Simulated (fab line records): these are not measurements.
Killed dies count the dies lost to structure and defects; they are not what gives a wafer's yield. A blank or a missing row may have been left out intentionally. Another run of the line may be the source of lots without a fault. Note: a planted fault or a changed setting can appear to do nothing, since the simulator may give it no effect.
The tool behind it: which one? || flow nand_harc || 36 wafers from 12 lots sampled at 4 of the route's 1302 steps

WHAT THE GAUGES READ, wafer by wafer
NHARC_A_CONTACT_INSPECT_23.
{"lot": "L075", "measured": "day 23 07:33", "on": "defect_inspect-01", "raw_defect_count": "650 452 533"}
{"lot": "L076", "measured": "day 23 13:37", "on": "defect_inspect-02", "raw_defect_count": "579 468 494"}
{"lot": "L078", "measured": "day 24 06:18", "on": "defect_inspect-01", "raw_defect_count": "551 465 753"}
{"lot": "L081", "measured": "day 25 12:58", "on": "defect_inspect-02", "raw_defect_count": "619 579 533"}
{"lot": "L082", "measured": "day 27 15:01", "on": "defect_inspect-01", "raw_defect_count": "585 471 549"}
{"lot": "L087", "measured": "day 28 00:43", "on": "defect_inspect-01", "raw_defect_count": "383 552 530"}
{"lot": "L088", "measured": "day 28 10:51", "on": "defect_inspect-01", "raw_defect_count": "576 507 441"}
{"lot": "L089", "measured": "day 28 21:16", "on": "defect_inspect-02", "raw_defect_count": "526 349 379"}
{"lot": "L090", "measured": "day 29 10:53", "on": "defect_inspect-02", "raw_defect_count": "467 395 328"}
{"lot": "L092", "measured": "day 30 15:58", "on": "defect_inspect-01", "raw_defect_count": "410 374 503"}
{"lot": "L096", "measured": "day 31 12:46", "on": "defect_inspect-01", "raw_defect_count": "369 569 483"}
{"lot": "L097", "measured": "day 33 00:11", "on": "defect_inspect-01", "raw_defect_count": "431 371 477"}

TOOL THAT RAN EACH LOT (tool first, then ch and the chambers of the sampled wafers, then the start)
{"lot": "L075", "NHARC_A_CONTACT_ETCH_133": "har_cap_etch-01 ch 0,1, day 22 20:04", "NHARC_A_CONTACT_ETCH_106": "rie_diel-08 ch 0,2, day 22 21:22", "NHARC_A_CONTACT_ETCH_134": "har_cap_etch-01 ch 0,1, day 23 03:04"}
{"lot": "L076", "NHARC_A_CONTACT_ETCH_133": "har_cap_etch-01 ch 0,1, day 23 02:09", "NHARC_A_CONTACT_ETCH_106": "rie_diel-08 ch 1,2,3, day 23 03:34", "NHARC_A_CONTACT_ETCH_134": "har_cap_etch-03 ch 0,1, day 23 08:57"}
{"lot": "L078", "NHARC_A_CONTACT_ETCH_133": "har_cap_etch-03 ch 0, day 23 19:01", "NHARC_A_CONTACT_ETCH_106": "rie_diel-03 ch 1,3, day 23 20:30", "NHARC_A_CONTACT_ETCH_134": "har_cap_etch-01 ch 1, day 24 01:02"}
{"lot": "L081", "NHARC_A_CONTACT_ETCH_133": "har_cap_etch-03 ch 0,1, day 25 00:59", "NHARC_A_CONTACT_ETCH_106": "rie_diel-08 ch 1,2,3, day 25 02:17", "NHARC_A_CONTACT_ETCH_134": "har_cap_etch-01 ch 0,1, day 25 08:29"}
{"lot": "L082", "NHARC_A_CONTACT_ETCH_133": "har_cap_etch-01 ch 0,1, day 26 16:56", "NHARC_A_CONTACT_ETCH_106": "rie_diel-01 ch 0,1,3, day 26 18:14", "NHARC_A_CONTACT_ETCH_134": "har_cap_etch-03 ch 0,1, day 27 09:53"}
{"lot": "L087", "NHARC_A_CONTACT_ETCH_133": "har_cap_etch-02 ch 0,1, day 27 08:51", "NHARC_A_CONTACT_ETCH_106": "rie_diel-03 ch 1,3, day 27 10:15", "NHARC_A_CONTACT_ETCH_134": "har_cap_etch-01 ch 0,1, day 27 19:35"}
{"lot": "L088", "NHARC_A_CONTACT_ETCH_133": "har_cap_etch-02 ch 0,1, day 27 20:28", "NHARC_A_CONTACT_ETCH_106": "rie_diel-01 ch 0,1,3, day 27 21:50", "NHARC_A_CONTACT_ETCH_134": "har_cap_etch-01 ch 0,1, day 28 05:04"}
{"lot": "L089", "NHARC_A_CONTACT_ETCH_133": "har_cap_etch-03 ch 0,1, day 28 10:20", "NHARC_A_CONTACT_ETCH_106": "rie_diel-03 ch 0,2, day 28 11:40", "NHARC_A_CONTACT_ETCH_134": "har_cap_etch-01 ch 0,1, day 28 16:15"}
{"lot": "L090", "NHARC_A_CONTACT_ETCH_133": "har_cap_etch-02 ch 0,1, day 29 00:35", "NHARC_A_CONTACT_ETCH_106": "rie_diel-01 ch 0,2,3, day 29 01:54", "NHARC_A_CONTACT_ETCH_134": "har_cap_etch-03 ch 1, day 29 06:23"}
{"lot": "L092", "NHARC_A_CONTACT_ETCH_133": "har_cap_etch-01 ch 0,1, day 30 05:29", "NHARC_A_CONTACT_ETCH_106": "rie_diel-01 ch 0,1,3, day 30 06:38", "NHARC_A_CONTACT_ETCH_134": "har_cap_etch-01 ch 0,1, day 30 11:32"}
{"lot": "L096", "NHARC_A_CONTACT_ETCH_133": "har_cap_etch-01 ch 0,1, day 31 01:49", "NHARC_A_CONTACT_ETCH_106": "rie_diel-01 ch 2,3, day 31 03:02", "NHARC_A_CONTACT_ETCH_134": "har_cap_etch-02 ch 1, day 31 08:03"}
{"lot": "L097", "NHARC_A_CONTACT_ETCH_133": "har_cap_etch-03 ch 0,1, day 32 10:51", "NHARC_A_CONTACT_ETCH_106": "rie_diel-03 ch 2,3, day 32 12:01", "NHARC_A_CONTACT_ETCH_134": "har_cap_etch-01 ch 0,1, day 32 19:44"}
- NHARC_A_CONTACT_ETCH_133: etches the open film in C4F8/O2/Ar, time 374 s, target depth 1610 nm.
- NHARC_A_CONTACT_ETCH_106: etches the open film in CF4/O2, target depth 90 nm, overetch 9 nm, time 49.5 s.
- NHARC_A_CONTACT_ETCH_134: etches the open film in C4F8/O2/Ar, time 140 s, target depth 700 nm.

THE ANSWER, worked out from the rows above alone
Rule: what is usual is taken from the lots themselves. The widest of any qualifying gaps counts: lots, ordered by their means at a reading, are off when they make up no more than a third of the lots, leave a main group of 4 or more, and stand apart from it by 3 or more times the standard deviation of that group's means. A main group is skipped when, at the precision printed for the reading in the tables above, its means are all equal. A lot without any number at a reading at which 4 lots or more have one is off too. Any other lot the step has rows for is counted as sound.
No lot is off at any reading shown: from this, nothing can be told.

WHAT THE SIMULATOR HAD INSERTED
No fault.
